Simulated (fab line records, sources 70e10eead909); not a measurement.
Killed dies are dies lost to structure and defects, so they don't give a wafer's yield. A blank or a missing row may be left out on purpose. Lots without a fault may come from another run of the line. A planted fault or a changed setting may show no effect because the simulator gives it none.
Chamber matching | flow nand_harc | NHARC_A_STAIRCASE_DEP_151 on pecvd-01: 3 sister chambers
The step deposits SiO2, target thk 3800 nm. 6 wafers are shown with their chamber, then 8 later ones without.

WAFERS WITH THEIR CHAMBER
wafer  | chamber | heater_power_w (W) | heater_power_outer_w (W)
L085.1 | 2       | 582                | 398
L085.5 | 2       | 464                | 304
L087.2 | 1       | 592                | 336
L087.4 | 0       | 710                | 438
L087.5 | 1       | 514                | 271
L088.2 | 0       | 873                | 578

WAFERS WITHOUT THEIR CHAMBER
wafer  | heater_power_w (W) | heater_power_outer_w (W)
L088.3 | 534                | 373
L088.6 | 493                | 273
L091.1 | 871                | 556
L091.4 | 456                | 304
L091.6 | 505                | 269
L096.2 | 590                | 340
L096.4 | 720                | 448
L096.5 | 443                | 313

WHICH CHAMBER EACH WENT THROUGH
wafer  | from the rows above          | in truth
L088.3 | can't be placed: 2 or 1      | 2
L088.6 | can't be placed: 1 or 2      | 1
L091.1 | 0                            | 0
L091.4 | can't be placed: 2 or 1      | 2
L091.6 | can't be placed: 1 or 2      | 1
L096.2 | can't be placed: 1 or 2      | 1
L096.4 | can't be placed: 0 or 2 or 1 | 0
L096.5 | can't be placed: 2 or 1      | 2
Placed correctly: 1 of 8. Can't be placed from these rows: 7 (the true chamber is among the candidates in 7). Placed wrongly: 0.
How it was worked out, from the rows above alone: a wafer's distance from a chamber is the root of the sum, over the readings, of the square of ((its reading less the chamber's mean) divided by the reading's scatter). The wafer belongs to the nearest chamber; if the next one is less than 2 further off, it can't be placed. A chamber's mean is the mean of its shown wafers. The scatter: the root of (the sum of the squares of (reading less its chamber's mean) over the shown wafers, divided by (wafers less chambers)).
